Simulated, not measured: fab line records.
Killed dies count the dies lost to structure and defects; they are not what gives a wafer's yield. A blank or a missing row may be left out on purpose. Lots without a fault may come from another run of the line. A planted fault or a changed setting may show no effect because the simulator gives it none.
fab line records :: flow nandHarc
record:
  lots: 6
  wafers: 18
  lastDay: 34
route steps=1302 shown A_CONTACT@1026
lots untouched by any fault: they come from a run of this same line in which no faults occurred
startH: start of the lot's first displayed wafer, in hours after the record's first day :: waitH: hours since the lot's step before :: " identical to the entry in the row above :: L1.1+2: one row covering several wafers at once :: - no value, or no start was given :: * or withheld: withheld :: < > ~ a bound
route shown NAME@n: NAME is a module with steps in the file, n the number in the route of the first one :: usual: mean/standard deviation taken from wafers without a fault :: same: alike in all rows :: chamber/n: place in a boat :: sites: each site's reading :: _std_site: the standard deviation of these :: _edge_site: outer sites' mean less inner sites' :: radiusMm: how far each site lies from the wafer's centre :: mask NAME#n: copy n :: behind: the last tool/chamber to shape the wafer :: hold: cause of the lot's hold/its duration in hours/its outcome :: device: the n, p or np transistor that did not switch :: end of line: at the end of the route, the tests of the same wafers :: a step without rows: its recipe alone :: killed: at the first sort, the dies lost to defects and structure; wafer yield is something else :: map: a wafer's dies, x killed, . not, _ none there
set.NAME: the setting as run; set.NAME@STEP: as run at that earlier step :: model.NAME: the simulator's own value behind a step, which no gauge read
a table for each step, a row for each wafer; lots at some steps of the route
services: from which hour (startH, from the record's first day; less than 0 if before it) a tool's chamber was out of use, for how many hours, and why
== steps ==
step: NHARC_A_CONTACT_STRIP_56
recipe:
  timeS: 600
  tempC: 30
  chemistry: postEtchResidueRemover
step: NHARC_A_CONTACT_DEP_57
recipe:
  targetThkA: 53000
  tempC: 400
  material: aC
usual:
  throttleValvePct: 35.000/0.0097
lot.wafer: L578.2
tool: aclDep-03
chamber: 0
startH: 535.20
waitH: -
throttleValvePct: 34.981

lot.wafer: L578.3
tool: aclDep-03
chamber: 0
startH: 535.20
waitH: -
throttleValvePct: 34.999

lot.wafer: L578.6
tool: aclDep-03
chamber: 0
startH: 537.32
waitH: -
throttleValvePct: 34.995

lot.wafer: L581.1
tool: aclDep-01
chamber: 0
startH: 586.84
waitH: -
throttleValvePct: 35.004

lot.wafer: L581.3
tool: aclDep-01
chamber: 0
startH: 587.92
waitH: -
throttleValvePct: 35.006

lot.wafer: L581.6
tool: aclDep-01
chamber: 0
startH: 589.53
waitH: -
throttleValvePct: 34.995

lot.wafer: L593.1
tool: aclDep-01
chamber: 0
startH: 681.45
waitH: -
throttleValvePct: 35.022

lot.wafer: L593.2
tool: aclDep-01
chamber: 0
startH: 681.45
waitH: -
throttleValvePct: 35.016

lot.wafer: L593.5
tool: aclDep-01
chamber: 0
startH: 683.60
waitH: -
throttleValvePct: 34.994

lot.wafer: L592.3
tool: aclDep-03
chamber: 0
startH: 682.33
waitH: -
throttleValvePct: 35.016

lot.wafer: L592.4
tool: aclDep-03
chamber: 0
startH: 682.33
waitH: -
throttleValvePct: 34.991

lot.wafer: L592.6
tool: aclDep-03
chamber: 0
startH: 683.94
waitH: -
throttleValvePct: 34.994

lot.wafer: L596.2
tool: aclDep-02
chamber: 0
startH: 733.18
waitH: -
throttleValvePct: 34.986

lot.wafer: L596.3
tool: aclDep-02
chamber: 0
startH: 733.18
waitH: -
throttleValvePct: 34.999

lot.wafer: L596.5
tool: aclDep-02
chamber: 0
startH: 734.78
waitH: -
throttleValvePct: 34.986

lot.wafer: L595.1
tool: aclDep-02
chamber: 0
startH: 735.85
waitH: -
throttleValvePct: 34.998

lot.wafer: L595.2
tool: aclDep-02
chamber: 0
startH: 735.85
waitH: -
throttleValvePct: 35.004

lot.wafer: L595.5
tool: aclDep-02
chamber: 0
startH: 738.01
waitH: -
throttleValvePct: 34.998
step: NHARC_A_CONTACT_DEP_58
recipe:
  targetThkA: 900
  targetThkNm: 90
  tempC: 400
  pressureTorr: 3.5
  flowSccm: 200
  rfW: 350
  material: SiON
usual:
  heaterPowerOuterW: 430/55
  heaterPowerW: 729/72
  showerheadVppV: 1148/47
lot.wafer: L578.2
tool: pecvd-04
chamber: 2
startH: 537.90
waitH: 2.2
heaterPowerOuterW: 538
heaterPowerW: 881
showerheadVppV: 1239

lot.wafer: L578.3
tool: pecvd-04
chamber: 0
startH: 537.90
waitH: 2.2
heaterPowerOuterW: 405
heaterPowerW: 711
showerheadVppV: 1101

lot.wafer: L578.6
tool: pecvd-04
chamber: 1
startH: 537.90
waitH: 2.2
heaterPowerOuterW: 358
heaterPowerW: 662
showerheadVppV: 1122

lot.wafer: L581.1
tool: pecvd-04
chamber: 2
startH: 590.11
waitH: 2.7
heaterPowerOuterW: 524
heaterPowerW: 868
showerheadVppV: 1213

lot.wafer: L581.3
tool: pecvd-04
chamber: 0
startH: 590.11
waitH: 2.7
heaterPowerOuterW: 403
heaterPowerW: 729
showerheadVppV: 1106

lot.wafer: L581.6
tool: pecvd-04
chamber: 2
startH: 590.11
waitH: 2.7
heaterPowerOuterW: 528
heaterPowerW: 848
showerheadVppV: 1215

lot.wafer: L592.3
tool: pecvd-02
chamber: 2
startH: 684.55
waitH: 1.7
heaterPowerOuterW: 484
heaterPowerW: 819
showerheadVppV: 1123

lot.wafer: L592.6
tool: pecvd-02
chamber: 0
startH: 684.55
waitH: 1.7
heaterPowerOuterW: 421
heaterPowerW: 703
showerheadVppV: 1229

lot.wafer: L592.4
tool: pecvd-02
chamber: 2
startH: 684.55
waitH: 1.7
heaterPowerOuterW: 492
heaterPowerW: 836
showerheadVppV: 1122

lot.wafer: L593.2
tool: pecvd-04
chamber: 2
startH: 684.72
waitH: 2.2
heaterPowerOuterW: 456
heaterPowerW: 779
showerheadVppV: 1222

lot.wafer: L593.1
tool: pecvd-04
chamber: 0
startH: 684.72
waitH: 2.2
heaterPowerOuterW: 400
heaterPowerW: 711
showerheadVppV: 1104

lot.wafer: L593.5
tool: pecvd-04
chamber: 1
startH: 684.72
waitH: 2.2
heaterPowerOuterW: 385
heaterPowerW: 693
showerheadVppV: 1113

lot.wafer: L596.3
tool: pecvd-02
chamber: 0
startH: 735.90
waitH: 1.7
heaterPowerOuterW: 349
heaterPowerW: 615
showerheadVppV: 1233

lot.wafer: L596.2
tool: pecvd-02
chamber: 1
startH: 735.90
waitH: 1.7
heaterPowerOuterW: 405
heaterPowerW: 706
showerheadVppV: 1113

lot.wafer: L596.5
tool: pecvd-02
chamber: 0
startH: 735.90
waitH: 1.7
heaterPowerOuterW: 353
heaterPowerW: 611
showerheadVppV: 1210

lot.wafer: L595.2
tool: pecvd-02
chamber: 2
startH: 739.17
waitH: 2.2
heaterPowerOuterW: 445
heaterPowerW: 778
showerheadVppV: 1106

lot.wafer: L595.1
tool: pecvd-02
chamber: 0
startH: 739.17
waitH: 2.2
heaterPowerOuterW: 325
heaterPowerW: 587
showerheadVppV: 1207

lot.wafer: L595.5
tool: pecvd-02
chamber: 2
startH: 739.17
waitH: 2.2
heaterPowerOuterW: 445
heaterPowerW: 754
showerheadVppV: 1089
step: NHARC_A_CONTACT_DEHYDRATE_59
recipe:
  tempC: 150
  timeS: 120
step: NHARC_A_CONTACT_HMDS_60
recipe:
  timeS: 30
step: NHARC_A_CONTACT_COAT_61
recipe:
  tempC: 260
  timeS: 75
step: NHARC_A_CONTACT_COAT_62
recipe:
  tempC: 225
  timeS: 65
step: NHARC_A_CONTACT_COAT_63
recipe:
  spinRpm: 1500
  resistThkNm: 90
step: NHARC_A_CONTACT_SOFTBAKE_64
recipe:
  tempC: 105
  timeS: 55
step: NHARC_A_CONTACT_EBR_65
step: NHARC_A_CONTACT_EXPOSE_66
recipe:
  na: 1.35
  sigmaOuter: 0.8
  doseMj: 59.02
  maskId: A_CC_2
step: NHARC_A_CONTACT_PEB_67
recipe:
  pebTempC: 100
  pebTimeS: 65
step: NHARC_A_CONTACT_DEVELOP_68
recipe:
  developTimeS: 35
  devTempC: 23
usual:
  chillPlateTempC: 22.99/0.11
  developTimeS: 35/0
  exhaustPa: 45.2/0.87
lot.wafer: L578.2
tool: lithoTrack-06
chamber: 0
startH: 538
waitH: -
chillPlateTempC: 23.03
developTimeS: 35
exhaustPa: 43.9

lot.wafer: L578.3
tool: lithoTrack-06
chamber: 0
startH: 538
waitH: -
chillPlateTempC: 23.03
developTimeS: 35
exhaustPa: 46.7

lot.wafer: L578.6
tool: lithoTrack-06
chamber: 0
startH: 538
waitH: -
chillPlateTempC: 23.01
developTimeS: 35
exhaustPa: 44.9

lot.wafer: L581.1
tool: lithoTrack-04
chamber: 0
startH: 590
waitH: -
chillPlateTempC: 22.98
developTimeS: 35
exhaustPa: 45.2

lot.wafer: L581.3
tool: lithoTrack-04
chamber: 0
startH: 590
waitH: -
chillPlateTempC: 22.92
developTimeS: 35
exhaustPa: 46.1

lot.wafer: L581.6
tool: lithoTrack-04
chamber: 0
startH: 590
waitH: -
chillPlateTempC: 22.99
developTimeS: 35
exhaustPa: 45.3

lot.wafer: L592.3
tool: lithoTrack-06
chamber: -
startH: 685
waitH: -
chillPlateTempC: -
developTimeS: -
exhaustPa: -

lot.wafer: L592.4
tool: lithoTrack-06
chamber: -
startH: 685
waitH: -
chillPlateTempC: -
developTimeS: -
exhaustPa: -

lot.wafer: L592.6
tool: lithoTrack-06
chamber: -
startH: 685
waitH: -
chillPlateTempC: -
developTimeS: -
exhaustPa: -

lot.wafer: L593.1
tool: lithoTrack-06
chamber: -
startH: 685
waitH: -
chillPlateTempC: -
developTimeS: -
exhaustPa: -

lot.wafer: L593.2
tool: lithoTrack-06
chamber: -
startH: 685
waitH: -
chillPlateTempC: -
developTimeS: -
exhaustPa: -

lot.wafer: L593.5
tool: lithoTrack-06
chamber: -
startH: 685
waitH: -
chillPlateTempC: -
developTimeS: -
exhaustPa: -

lot.wafer: L596.2
tool: lithoTrack-04
chamber: 0
startH: 736
waitH: -
chillPlateTempC: 23.07
developTimeS: 35
exhaustPa: 43.7

lot.wafer: L596.3
tool: lithoTrack-04
chamber: 0
startH: 736
waitH: -
chillPlateTempC: 23.05
developTimeS: 35
exhaustPa: 45.6

lot.wafer: L596.5
tool: lithoTrack-04
chamber: 0
startH: 736
waitH: -
chillPlateTempC: 23.16
developTimeS: 35
exhaustPa: 46.3

lot.wafer: L595.1
tool: lithoTrack-06
chamber: 0
startH: 739
waitH: -
chillPlateTempC: 22.98
developTimeS: 35
exhaustPa: 46.1

lot.wafer: L595.2
tool: lithoTrack-06
chamber: 0
startH: 739
waitH: -
chillPlateTempC: 23.02
developTimeS: 35
exhaustPa: 45.3

lot.wafer: L595.5
tool: lithoTrack-06
chamber: 0
startH: 739
waitH: -
chillPlateTempC: 23.05
developTimeS: 35
exhaustPa: 45.5
step: NHARC_A_CONTACT_CD_MEAS_69
recipe:
  targetCdNm: 300
  landingEnergyEv: 500
usual:
  cdNm: 299.7/0.51
lot.wafer: L578.2
tool: cdSem-03
chamber: 0
startH: 538.60
waitH: -
cdNm: 299.5

lot.wafer: L578.3
tool: cdSem-03
chamber: 0
startH: 538.60
waitH: -
cdNm: 299.5

lot.wafer: L578.6
tool: cdSem-03
chamber: 0
startH: 538.60
waitH: -
cdNm: 299.4

lot.wafer: L581.1
tool: cdSem-01
chamber: 0
startH: 590.82
waitH: -
cdNm: 300.7

lot.wafer: L581.3
tool: cdSem-01
chamber: 0
startH: 590.82
waitH: -
cdNm: 300.3

lot.wafer: L581.6
tool: cdSem-01
chamber: 0
startH: 590.82
waitH: -
cdNm: 300.2

lot.wafer: L592.3
tool: cdSem-03
chamber: 0
startH: 685.09
waitH: -
cdNm: -

lot.wafer: L592.4
tool: cdSem-03
chamber: 0
startH: 685.09
waitH: -
cdNm: -

lot.wafer: L592.6
tool: cdSem-03
chamber: 0
startH: 685.09
waitH: -
cdNm: -

lot.wafer: L593.1
tool: cdSem-03
chamber: 0
startH: 685.42
waitH: -
cdNm: -

lot.wafer: L593.2
tool: cdSem-03
chamber: 0
startH: 685.42
waitH: -
cdNm: -

lot.wafer: L593.5
tool: cdSem-03
chamber: 0
startH: 685.42
waitH: -
cdNm: -

lot.wafer: L596.2
tool: cdSem-01
chamber: 0
startH: 736.59
waitH: -
cdNm: 300.1

lot.wafer: L596.3
tool: cdSem-01
chamber: 0
startH: 736.59
waitH: -
cdNm: 300.1

lot.wafer: L596.5
tool: cdSem-01
chamber: 0
startH: 736.59
waitH: -
cdNm: 300.4

lot.wafer: L595.1
tool: cdSem-01
chamber: 0
startH: 739.86
waitH: -
cdNm: 299.0

lot.wafer: L595.2
tool: cdSem-01
chamber: 0
startH: 739.86
waitH: -
cdNm: 298.7

lot.wafer: L595.5
tool: cdSem-01
chamber: 0
startH: 739.86
waitH: -
cdNm: 298.2
== services ==
tool: lithoTrack-06
chamber: -
startH: 529.00
hours: 7.0
kind: pm

tool: aclDep-01
chamber: -
startH: 548.63
hours: 13.0
kind: pm

tool: lithoTrack-04
chamber: -
startH: 553.00
hours: 7.0
kind: pm

tool: pecvd-04
chamber: 0
startH: 562.97
hours: 4.6
kind: repair

tool: pecvd-02
chamber: -
startH: 589.53
hours: 13.0
kind: pm

tool: pecvd-02
chamber: 0
startH: 589.53
hours: 13.0
kind: ventCycle

tool: pecvd-02
chamber: 1
startH: 589.53
hours: 13.0
kind: ventCycle

tool: pecvd-02
chamber: 2
startH: 589.53
hours: 13.0
kind: ventCycle

tool: pecvd-02
chamber: 0
startH: 602.53
hours: -
kind: clean

tool: pecvd-02
chamber: 1
startH: 602.53
hours: -
kind: clean

tool: pecvd-02
chamber: 2
startH: 602.53
hours: -
kind: clean

tool: aclDep-02
chamber: -
startH: 608.33
hours: 13.0
kind: pm

tool: pecvd-04
chamber: -
startH: 631.00
hours: 13.0
kind: pm

tool: pecvd-04
chamber: 0
startH: 631.00
hours: 13.0
kind: ventCycle

tool: pecvd-04
chamber: 1
startH: 631.00
hours: 13.0
kind: ventCycle

tool: pecvd-04
chamber: 2
startH: 631.00
hours: 13.0
kind: ventCycle

tool: aclDep-03
chamber: -
startH: 666.39
hours: 13.0
kind: pm

tool: pecvd-02
chamber: 0
startH: 673.70
hours: 5.3
kind: repair

tool: pecvd-04
chamber: -
startH: 702.40
hours: 1.2
kind: repair

tool: lithoTrack-06
chamber: -
startH: 704.00
hours: 7.0
kind: pm

tool: pecvd-02
chamber: 0
startH: 704.26
hours: 14.3
kind: repair

tool: aclDep-03
chamber: -
startH: 718.51
hours: 0.2
kind: repair

tool: lithoTrack-04
chamber: -
startH: 728.00
hours: 7.0
kind: pm

tool: aclDep-01
chamber: -
startH: 731.46
hours: 13.0
kind: pm
== key ==
firstSign:
  step: NHARC_A_CONTACT_DEVELOP_68
  reading: toolRecord
  direction: missing
effect none on later readings
metAt NHARC_A_CONTACT_DEVELOP_68
struckWafers L592.3,L592.4,L592.6,L593.1,L593.2,L593.5
laterRowsLeftOut L592.3,L592.4,L592.6,L593.1,L593.2,L593.5
sortLeftOut L592.3,L592.4,L592.6,L593.1,L593.2,L593.5
testerLeftOut L592,L593
onsetBetween 538 685
fault:
  kind: skippedStepWhole
  tool: lithoTrack-06
  chamber: -
  onsetH: 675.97
  steps: NHARC_A_CONTACT_DEVELOP_68
  scope: struckLotsOnly
testerLeftOut: of these lots the tester's yield and bins aren't shown, on N5 and GAA mostly nor the transistor test; their killed dies are dies lost to structure and defects alone, not to doping, threshold or leakage, so they don't give the yield
sortLeftOut: the simulated sort isn't trusted on such a fault, so these wafers' sort isn't shown, and their yield isn't known
laterRowsLeftOut: the simulator's readings of these wafers behind a module that went badly wrong aren't trusted and aren't shown, but for the sort
